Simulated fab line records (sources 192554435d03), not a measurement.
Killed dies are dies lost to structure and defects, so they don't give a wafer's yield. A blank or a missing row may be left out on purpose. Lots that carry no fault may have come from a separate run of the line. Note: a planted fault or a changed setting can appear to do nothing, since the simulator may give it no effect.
Split-lot experiment    flow n5-finfet    on a route of 1938 steps: 7 lots, 39 wafers read

## ON THE SPLIT
At N5_SD_EPI_N_ETCH_45 (etches SiOCN in CH3F/O2, target depth 6 nm), the setting target-depth-a was moved away from the recipe's 60 angstrom on 18 of the 39 wafers read, by -41.5% to +51.2%. All remaining wafers had this setting at the recipe value.

The reading is taken at the split's own step.

## THE READING
etch.depth-nm (the simulator's own value, which no gauge read), in nm, at N5_SD_EPI_N_ETCH_45 (etches SiOCN in CH3F/O2, target depth 6 nm). The file does not state a usual value for it. Here, 21 wafers ran the recipe; their average is 5.965 nm with a standard deviation of 0.081 nm.

wafer   tool, chamber at the split  target-depth-a as run, angstrom  against the recipe  etch.depth-nm, nm  against lot-mates on the recipe
L074.1  rie-diel-02, 0              45.7                             -23.8%              4.562              -1.436
L074.2  rie-diel-02, 1              60                               recipe              6.038              -
L074.3  rie-diel-02, 2              45.7                             -23.8%              4.563              -1.435
L074.4  rie-diel-02, 3              45.7                             -23.8%              4.532              -1.466
L074.5  rie-diel-02, 0              60                               recipe              6.02               -
L074.6  rie-diel-02, 3              60                               recipe              5.935              -
L078.1  rie-diel-01, 3              90.71                            +51.2%              9.06               +3.074
L078.2  rie-diel-01, 1              90.71                            +51.2%              9.228              +3.242
L078.3  rie-diel-01, 0              90.71                            +51.2%              9.028              +3.042
L078.4  rie-diel-01, 2              60                               recipe              5.942              -
L078.5  rie-diel-01, 1              60                               recipe              6.061              -
L078.6  rie-diel-01, 0              60                               recipe              5.956              -
L080.1  rie-diel-02, 2              60                               recipe              5.895              -
L080.2  rie-diel-02, 1              80.28                            +33.8%              8.129              +2.199
L080.3  rie-diel-02, 0              80.28                            +33.8%              8.033              +2.103
L080.4  rie-diel-02, 3              60                               recipe              5.942              -
L080.5  rie-diel-02, 1              80.28                            +33.8%              8.157              +2.227
L080.6  rie-diel-02, 0              60                               recipe              5.953              -
L081.2  rie-diel-02, 1              60                               recipe              6.139              -
L081.5  rie-diel-02, 0              60                               recipe              6.066              -
L081.6  rie-diel-02, 1              60                               recipe              6.106              -
L084.1  rie-diel-01, 2              81.41                            +35.7%              8.063              +2.115
L084.2  rie-diel-01, 0              60                               recipe              5.885              -
L084.3  rie-diel-01, 1              81.41                            +35.7%              8.187              +2.239
L084.4  rie-diel-01, 3              60                               recipe              5.998              -
L084.5  rie-diel-01, 0              60                               recipe              5.96               -
L084.6  rie-diel-01, 1              81.41                            +35.7%              8.246              +2.298
L088.1  rie-diel-05, 2              60                               recipe              5.891              -
L088.2  rie-diel-05, 0              35.1                             -41.5%              3.427              -2.478
L088.3  rie-diel-05, 3              35.1                             -41.5%              3.487              -2.418
L088.4  rie-diel-05, 1              35.1                             -41.5%              3.467              -2.438
L088.5  rie-diel-05, 1              60                               recipe              5.962              -
L088.6  rie-diel-05, 0              60                               recipe              5.863              -
L090.1  rie-diel-05, 1              84.43                            +40.7%              8.273              +2.386
L090.2  rie-diel-05, 0              84.43                            +40.7%              8.24               +2.353
L090.3  rie-diel-05, 2              60                               recipe              5.84               -
L090.4  rie-diel-05, 3              60                               recipe              5.967              -
L090.5  rie-diel-05, 0              60                               recipe              5.855              -
L090.6  rie-diel-05, 1              84.43                            +40.7%              8.344              +2.457

FIT RESULTS
A straight line over all 39 wafers: etch.depth-nm changes by +0.0605 nm for each +1% of target-depth-a; r = +1.00; the points scatter about the line by 0.089 nm.
The same after taking each lot's own level away (the mean of its wafers on the recipe; 39 wafers): +0.0606 nm for each +1%; r = +1.00; scatter 0.069 nm.
That fit puts the effect of the largest move of target-depth-a on the reading at 3.1 nm.
The lots' own levels span 5.8873 to 6.1037 nm, that is 2.7 times the standard deviation above.
The two slopes are in agreement: the lot-to-lot level therefore moves the slope only a little.
Check: for one of the wafers moved furthest among these (+51.2%), held out of the fit, the line's prediction against its lot-mates is +3.12 nm. Against them it came out at +3.07 nm.

## THESE WAFERS: OTHER SPLITS
Note: prior to the reading, these wafers also went through further splits. Each is held against what the fit with the lots' levels taken away leaves over:
other split on the same wafers  wafers away from the commonest value  r with etch.depth-nm (lot level and that fit taken away)
N5_ZERO_LAYER_PECVD_02 time-s   18                                    -0.11
N5_FIN_SAQP_PECVD_06 time-s     15                                    -0.38

## FILE'S OWN FIT
etch.depth-nm changes by +0.0608 nm for each +1% of target-depth-a, r = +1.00.
